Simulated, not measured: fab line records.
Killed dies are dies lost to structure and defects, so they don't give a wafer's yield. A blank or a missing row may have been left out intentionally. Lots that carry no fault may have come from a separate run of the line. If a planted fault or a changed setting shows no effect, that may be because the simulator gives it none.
A struck lot beside a sound one    flow nand-harc    14 steps out of a route of 1159
Sound: wafers L703.2, L703.3, L703.5. The struck wafers were L690.2, L690.3, L690.4. The cause is given at the end.
Order at every step that has rows: each side's tool, ch and its chambers, its first start. Under that, the readings that differ: sound wafers    struck wafers    difference of the means    sigmas: that difference in standard deviations of wafers without a fault.
alike: same words and numbers on both sides, and readings whose means sit less than 2 such deviations apart. not compared: any withheld reading, any reading some wafer has no value for, any bound like >300 that may hide the same value, and any number with overlapping values for which the record gives no deviation.
A row with sigmas, a row that says differs or no value, or rows on one side alone: a step with any of these is where the two part. When numbers do not overlap yet have no deviation, they are printed without sigmas and do not part them. A reading that every wafer of one side lacks parts them only if that side has two wafers or more.

first, 5 steps without rows for these wafers: NHARC_A_ZERO_WELL_SOFTBAKE_05 (time 70 s); NHARC_A_ZERO_WELL_EBR_06; NHARC_A_ZERO_WELL_EXPOSE_07 (exposes mask A ZERO); NHARC_A_ZERO_WELL_PEB_08 (peb time 80 s); NHARC_A_ZERO_WELL_DEVELOP_09 (time 50 s).
NHARC_A_ZERO_WELL_CD_MEAS_10: target cd 2000 nm.
  sound on cd-sem-03 ch 0, day 10 06:35; struck on cd-sem-01 ch 0, day 6 08:00
  alike: cd-nm
then, 1 step without rows for these wafers: NHARC_A_ZERO_WELL_HARDBAKE_11 (time 65 s).
NHARC_A_ZERO_WELL_DESCUM_12: chemistry O2, time 3 s.
  sound on rie-diel-12 ch 0,2,3, day 10 06:45; struck on rie-diel-12 ch 0,1,3, day 6 08:09
  alike: chamber-pressure-mTorr, drypump-motor-current-A, oes-product-au, rf-vpp-V, showerhead-plenum-p-Torr, throttle-valve-pct
  not compared: rf-hours-counter-h
NHARC_A_ZERO_WELL_ETCH_19: etches the open film in N2/H2, target depth 80 nm, overetch 24 nm, time 87.88 s.
  sound on rie-diel-12 ch 0,3, day 10 06:50; struck on rie-diel-12 ch 1,2,3, day 6 08:14
  alike: chamber-pressure-mTorr, drypump-motor-current-A, oes-product-au, rf-fwd-power-W, rf-vpp-V, showerhead-plenum-p-Torr, throttle-valve-pct
  not compared: rf-hours-counter-h
NHARC_A_ZERO_WELL_ETCH_13: etches the open film in HBr/Cl2, target depth 120 nm, time 40.1 s.
  sound on rie-si-06 ch 0,1,3, day 10 06:57; struck on rie-si-06 ch 0,1,3, day 6 08:21
  alike: chamber-pressure-mTorr, drypump-motor-current-A, he-backside-leak-sccm, oes-product-au, rf-fwd-power-W, throttle-valve-pct
  not compared: rf-hours-counter-h
then, 1 step without rows for these wafers: NHARC_A_ZERO_WELL_STRIP_14 (strips in SPM, time 900 s).
NHARC_A_ZERO_WELL_IMPLANT_15:
  sound on implanter-02 ch 0, day 10 07:34; struck on implanter-02 ch 0, day 6 09:20
  alike: faraday-current-uA
then, 1 step without rows for these wafers: NHARC_A_ZERO_WELL_PRECLEAN_22 (cleans in SC1, time 60 s).
-- the record jumps here: 13 days lie between the struck wafers' starts before and after (it left off in module A_ZERO_WELL and takes up again in module END, whose first step shown is number 1159 of the route) --
NHARC_END_SORT_01:
  only the struck wafers appear in the record here, on prober-01 ch 0 at day 19 06:28; the sound ones have no rows

== WHERE THEY PART ==
Only at NHARC_END_SORT_01, within this record.

WHY: what had been put in by the simulator
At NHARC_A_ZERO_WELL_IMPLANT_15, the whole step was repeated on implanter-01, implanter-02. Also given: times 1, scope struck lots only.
